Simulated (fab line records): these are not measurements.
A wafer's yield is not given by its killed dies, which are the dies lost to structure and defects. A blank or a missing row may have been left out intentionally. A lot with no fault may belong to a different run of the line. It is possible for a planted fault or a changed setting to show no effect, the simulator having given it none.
Chamber matching :: flow nandHarc :: NHARC_A_M0_DESCUM_14 on rieDiel-06: 4 sister chambers
The step chemistry O2, time 3 s. 22 wafers are shown with their chamber, then 11 later ones without.

== EACH WAFER AND ITS CHAMBER ==
wafer: L075.2
chamber: 2
drypumpMotorCurrentA (A): 6.1
rfVppV (V): 56.8
throttleValvePct (%): 11.324

wafer: L075.3
chamber: 3
drypumpMotorCurrentA (A): 5.8
rfVppV (V): 56.2
throttleValvePct (%): 11.307

wafer: L075.5
chamber: 3
drypumpMotorCurrentA (A): 5.9
rfVppV (V): 56.2
throttleValvePct (%): 11.311

wafer: L076.2
chamber: 3
drypumpMotorCurrentA (A): 5.8
rfVppV (V): 56.6
throttleValvePct (%): 11.316

wafer: L076.4
chamber: 0
drypumpMotorCurrentA (A): 5.0
rfVppV (V): 59.1
throttleValvePct (%): 11.298

wafer: L076.6
chamber: 1
drypumpMotorCurrentA (A): 4.7
rfVppV (V): 57.9
throttleValvePct (%): 11.309

wafer: L082.2
chamber: 0
drypumpMotorCurrentA (A): 5.0
rfVppV (V): 59.5
throttleValvePct (%): 11.318

wafer: L082.4
chamber: 2
drypumpMotorCurrentA (A): 6.1
rfVppV (V): 56.9
throttleValvePct (%): 11.308

wafer: L082.6
chamber: 2
drypumpMotorCurrentA (A): 6.1
rfVppV (V): 55.6
throttleValvePct (%): 11.311

wafer: L083.1
chamber: 1
drypumpMotorCurrentA (A): 4.7
rfVppV (V): 57.5
throttleValvePct (%): 11.299

wafer: L083.2
chamber: 2
drypumpMotorCurrentA (A): 6.1
rfVppV (V): 58.0
throttleValvePct (%): 11.316

wafer: L083.6
chamber: 0
drypumpMotorCurrentA (A): 5.0
rfVppV (V): 57.5
throttleValvePct (%): 11.303

wafer: L085.2
chamber: 2
drypumpMotorCurrentA (A): 6.2
rfVppV (V): 56.3
throttleValvePct (%): 11.309

wafer: L085.5
chamber: 2
drypumpMotorCurrentA (A): 6.1
rfVppV (V): 57.9
throttleValvePct (%): 11.329

wafer: L085.6
chamber: 3
drypumpMotorCurrentA (A): 5.9
rfVppV (V): 55.8
throttleValvePct (%): 11.323

wafer: L087.2
chamber: 2
drypumpMotorCurrentA (A): 6.1
rfVppV (V): 57.5
throttleValvePct (%): 11.315

wafer: L087.5
chamber: 2
drypumpMotorCurrentA (A): 6.1
rfVppV (V): 55.8
throttleValvePct (%): 11.312

wafer: L087.6
chamber: 3
drypumpMotorCurrentA (A): 5.8
rfVppV (V): 56.8
throttleValvePct (%): 11.315

wafer: L089.1
chamber: 1
drypumpMotorCurrentA (A): 4.7
rfVppV (V): 58.1
throttleValvePct (%): 11.320

wafer: L089.2
chamber: 2
drypumpMotorCurrentA (A): 6.1
rfVppV (V): 56.5
throttleValvePct (%): 11.302

wafer: L089.5
chamber: 2
drypumpMotorCurrentA (A): 6.1
rfVppV (V): 57.4
throttleValvePct (%): 11.303

wafer: L093.1
chamber: 3
drypumpMotorCurrentA (A): 5.9
rfVppV (V): 57.4
throttleValvePct (%): 11.325

SIGNATURES (averages over the wafers above)
reading: drypumpMotorCurrentA
chamber 0: 5.000
chamber 1: 4.700
chamber 2: 6.110
chamber 3: 5.850
scatter within a chamber: 0.0365

reading: rfVppV
chamber 0: 58.700
chamber 1: 57.833
chamber 2: 56.870
chamber 3: 56.500
scatter within a chamber: 0.755

reading: throttleValvePct
chamber 0: 11.30633
chamber 1: 11.30933
chamber 2: 11.31290
chamber 3: 11.31617
scatter within a chamber: 0.0086
Rule: a wafer lies at a distance from a chamber equal to the root of the sum of squares, over the readings, of (its reading less the chamber's mean, divided by the reading's scatter). If the next closest chamber is less than 2 further off than the closest, the wafer can't be placed; otherwise it belongs to the closest. The scatter is the square root of a quotient: the sum, over the shown wafers, of each reading's squared deviation from its chamber's mean, divided by wafers minus chambers.

== WAFERS WHOSE CHAMBER IS MISSING ==
wafer: L093.2
drypumpMotorCurrentA (A): 5.0
rfVppV (V): 56.7
throttleValvePct (%): 11.322

wafer: L093.6
drypumpMotorCurrentA (A): 6.2
rfVppV (V): 57.5
throttleValvePct (%): 11.306

wafer: L094.1
drypumpMotorCurrentA (A): 6.1
rfVppV (V): 57.3
throttleValvePct (%): 11.295

wafer: L094.2
drypumpMotorCurrentA (A): 4.7
rfVppV (V): 56.6
throttleValvePct (%): 11.317

wafer: L094.6
drypumpMotorCurrentA (A): 5.0
rfVppV (V): 57.8
throttleValvePct (%): 11.317

wafer: L095.2
drypumpMotorCurrentA (A): 6.1
rfVppV (V): 57.9
throttleValvePct (%): 11.311

wafer: L095.4
drypumpMotorCurrentA (A): 5.8
rfVppV (V): 57.2
throttleValvePct (%): 11.323

wafer: L095.5
drypumpMotorCurrentA (A): 6.1
rfVppV (V): 56.6
throttleValvePct (%): 11.314

wafer: L097.1
drypumpMotorCurrentA (A): 6.1
rfVppV (V): 57.7
throttleValvePct (%): 11.316

wafer: L097.3
drypumpMotorCurrentA (A): 5.9
rfVppV (V): 57.4
throttleValvePct (%): 11.297

wafer: L097.6
drypumpMotorCurrentA (A): 5.9
rfVppV (V): 56.8
throttleValvePct (%): 11.303

== CHAMBER TAKEN BY EACH ==
wafer: L093.2
from the rows above: 0
in truth: 0

wafer: L093.6
from the rows above: 2
in truth: 2

wafer: L094.1
from the rows above: 2
in truth: 2

wafer: L094.2
from the rows above: 1
in truth: 1

wafer: L094.6
from the rows above: 0
in truth: 0

wafer: L095.2
from the rows above: 2
in truth: 2

wafer: L095.4
from the rows above: 3
in truth: 3

wafer: L095.5
from the rows above: 2
in truth: 2

wafer: L097.1
from the rows above: 2
in truth: 2

wafer: L097.3
from the rows above: 3
in truth: 3

wafer: L097.6
from the rows above: 3
in truth: 3
Correctly placed: 11 of 11. Left unplaced by these rows: 0. Wrongly placed: 0.
